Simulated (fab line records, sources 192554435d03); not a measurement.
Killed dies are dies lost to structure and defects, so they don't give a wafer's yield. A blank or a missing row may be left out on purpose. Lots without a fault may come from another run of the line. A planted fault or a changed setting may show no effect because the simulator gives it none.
Which tool did it? | flow n5_finfet | 9 lots, 27 wafers sampled, at 5 steps of a route of 1938

WHAT THE GAUGES READ, wafer by wafer
N5_BEOL_M4_RC_MEAS_101.
lot  | measured     | on        | DIBL_N (mV/V)
L442 | day 8 15:29  | prober-01 | 37.4 34.2 36.5
L446 | day 9 16:14  | prober-02 | 33.4 35.9 33.5
L447 | day 9 21:19  | prober-01 | 36.9 35.8 36.2
L449 | day 11 00:24 | prober-02 | 38.6 36.2 37.8
L455 | day 12 15:24 | prober-01 | 38.6 38.1 38.4
L457 | day 12 07:55 | prober-02 | 37.0 37.5 37.3
L460 | day 13 02:41 | prober-02 | 38.5 38.7 38.1
L461 | day 13 10:22 | prober-01 | 35.9 34.6 36.0
L462 | day 13 22:22 | prober-02 | 35.7 33.3 35.0

WHICH TOOL RAN EACH LOT (tool, then ch and the chambers of the sampled wafers, then the start)
lot  | N5_HKMG_FIN_DESCUM_53             | N5_HKMG_FIN_ETCH_54               | N5_HKMG_FIN_ETCH_31               | N5_HKMG_FIN_STRIP_19
L442 | rie_diel-01 ch 0,1,3, day 4 10:47 | rie_diel-01 ch 0,1,3, day 4 10:49 | rie_diel-02 ch 0,2,3, day 4 14:06 | plasma_asher-02 ch 0,1, day 4 14:47
L446 | rie_diel-02 ch 0,2,3, day 5 14:13 | rie_diel-02 ch 0,2,3, day 5 14:15 | rie_diel-02 ch 0,1,2, day 5 17:29 | plasma_asher-02 ch 0,1, day 5 18:03
L447 | rie_diel-02 ch 2,3, day 5 21:35   | rie_diel-02 ch 2,3, day 5 21:37   | rie_diel-02 ch 1,2, day 6 00:59   | plasma_asher-01 ch 0,1, day 6 01:40
L449 | rie_diel-01 ch 0,2, day 6 08:04   | rie_diel-01 ch 0,2, day 6 08:06   | rie_diel-02 ch 0,1,2, day 6 11:55 | plasma_asher-02 ch 0,1, day 6 12:35
L455 | rie_diel-02 ch 0,2, day 8 05:07   | rie_diel-02 ch 0,2, day 8 05:09   | rie_diel-05 ch 0,2, day 8 08:37   | plasma_asher-02 ch 0,1, day 8 09:10
L457 | rie_diel-05 ch 0,2, day 8 07:36   | rie_diel-05 ch 0,2, day 8 07:38   | rie_diel-01 ch 0,1, day 8 11:25   | plasma_asher-01 ch 0,1, day 8 11:58
L460 | rie_diel-01 ch 0,3, day 9 04:12   | rie_diel-01 ch 0,3, day 9 04:14   | rie_diel-02 ch 0,1,3, day 9 07:37 | plasma_asher-01 ch 0,1, day 9 08:10
L461 | rie_diel-05 ch 0,2,3, day 9 05:02 | rie_diel-05 ch 0,2,3, day 9 05:05 | rie_diel-02 ch 0,1, day 9 08:26   | plasma_asher-01 ch 0,1, day 9 09:00
L462 | rie_diel-02 ch 0,1,2, day 9 13:20 | rie_diel-02 ch 0,1,2, day 9 13:22 | rie_diel-02 ch 0,1,3, day 9 16:53 | plasma_asher-01 ch 0,1, day 9 17:28
- N5_HKMG_FIN_DESCUM_53: chemistry O2, time 7.9 s.
- N5_HKMG_FIN_ETCH_54: etches SiARC in CF4, target depth 45.5 nm, time 75.8 s.
- N5_HKMG_FIN_ETCH_31: etches SiARC in CF4, target depth 45.5 nm, time 75.8 s.
- N5_HKMG_FIN_STRIP_19: strips in N2/H2, time 360 s.

THE ANSWER, worked out from the rows above alone
Rule: what is usual is taken from the lots themselves. Put in order of their means at a reading, lots are off if they are a third of the lots or fewer, leave a main group of 4 or more, and stand apart from it by a gap of 3 or more times the standard deviation of the main group's means; of several such gaps the widest counts. A main group whose means are all the same, to the digits that the tables above print for the reading, isn't used. A lot without any number at a reading at which 4 lots or more have one is off too. The other lots that the step has rows for count as sound.
No lot is off at any reading shown: from this, nothing can be told.

WHAT THE SIMULATOR HAD PUT IN
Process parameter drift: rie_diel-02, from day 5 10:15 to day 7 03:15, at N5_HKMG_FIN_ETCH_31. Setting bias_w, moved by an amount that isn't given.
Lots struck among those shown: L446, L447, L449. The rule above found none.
